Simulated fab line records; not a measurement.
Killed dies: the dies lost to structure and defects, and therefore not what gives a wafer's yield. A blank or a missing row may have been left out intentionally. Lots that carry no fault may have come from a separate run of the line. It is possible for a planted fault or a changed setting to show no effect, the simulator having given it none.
Matching of chambers -- flow nandHarc -- NHARC_A_CONTACT_ETCH_48 on rieDiel-11 has 4 sister chambers
The step etches the open film in CF4, target depth 39 nm, time 65 s. 4 wafers are shown with their chamber, then 9 later ones without.

EACH WAFER AND ITS CHAMBER
wafer,chamber,showerheadPlenumPTorr (Torr)
L608.4,2,1.72
L616.1,1,1.81
L616.3,3,1.85
L616.4,0,1.71

WAFERS WITHOUT THEIR CHAMBER
wafer,showerheadPlenumPTorr (Torr)
L617.2,1.85
L617.3,1.72
L617.6,1.81
L618.4,1.70
L618.5,1.85
L618.6,1.72
L619.1,1.70
L619.2,1.72
L619.4,1.84

THE CHAMBER EACH PASSED THROUGH
wafer,from the rows above,in truth
L617.2,3,3
L617.3,can't be placed: 2 or 0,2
L617.6,1,1
L618.4,can't be placed: 0 or 2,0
L618.5,3,3
L618.6,can't be placed: 2 or 0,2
L619.1,can't be placed: 0 or 2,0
L619.2,can't be placed: 2 or 0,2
L619.4,3,3
4 of 9 placed correctly. Can't be placed from these rows: 5 (the true chamber is among the candidates in 5). Placed wrongly: 0.
How it was worked out, from the rows above alone: a wafer's distance from a chamber is the root of the sum, over the readings, of the square of ((its reading less the chamber's mean) divided by the reading's scatter). The wafer belongs to the nearest chamber; if the next one is less than 2 further off, it can't be placed. The mean given for a chamber averages the wafers shown for that chamber. The scatter: root of mean squared gap, hidden wafer to nearest shown wafer, with one shown wafer a chamber.
